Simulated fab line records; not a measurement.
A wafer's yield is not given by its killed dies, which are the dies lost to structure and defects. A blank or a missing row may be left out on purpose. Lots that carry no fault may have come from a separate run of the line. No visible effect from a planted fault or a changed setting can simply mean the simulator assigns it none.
Matching of chambers | flow nand harc | NHARC_A_CONTACT_DEP_85 on pecvd-02: 3 sister chambers
The step deposits SiON, target thk 50 nm. 6 wafers are shown with their chamber, then 8 later ones without.

WAFERS, EACH WITH ITS CHAMBER
wafer  | chamber | heater power w (W) | showerhead vpp V (V)
L080.5 | 1       | 774                | 1113
L080.6 | 0       | 630                | 1165
L085.2 | 0       | 673                | 1187
L085.3 | 2       | 949                | 1187
L085.6 | 2       | 913                | 1183
L089.1 | 1       | 791                | 1130

WAFERS WITH NO CHAMBER GIVEN
wafer  | heater power w (W) | showerhead vpp V (V)
L089.3 | 616                | 1169
L089.6 | 620                | 1170
L091.1 | 909                | 1190
L091.3 | 603                | 1189
L091.4 | 740                | 1111
L097.1 | 665                | 1117
L097.5 | 576                | 1175
L097.6 | 923                | 1191

CHAMBER TAKEN BY EACH
wafer  | from the rows above     | in truth
L089.3 | 0                       | 0
L089.6 | 0                       | 0
L091.1 | 2                       | 2
L091.3 | 0                       | 0
L091.4 | 1                       | 1
L097.1 | can't be placed: 1 or 0 | 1
L097.5 | 0                       | 0
L097.6 | 2                       | 2
Correct placement for 7 of the 8. Can't be placed from these rows: 1 (the true chamber is among the candidates in 1). Placed wrongly: 0.
How it was worked out, from the rows above alone: a wafer's distance from a chamber is the root of the sum, over the readings, of the square of ((its reading less the chamber's mean) divided by the reading's scatter). The wafer belongs to the nearest chamber; if the next one is less than 2 further off, it can't be placed. Each chamber's mean is taken over the wafers shown for it. The scatter: take each reading less its chamber's mean, square it, sum over the shown wafers, divide by the number of wafers less the number of chambers, and take the root.
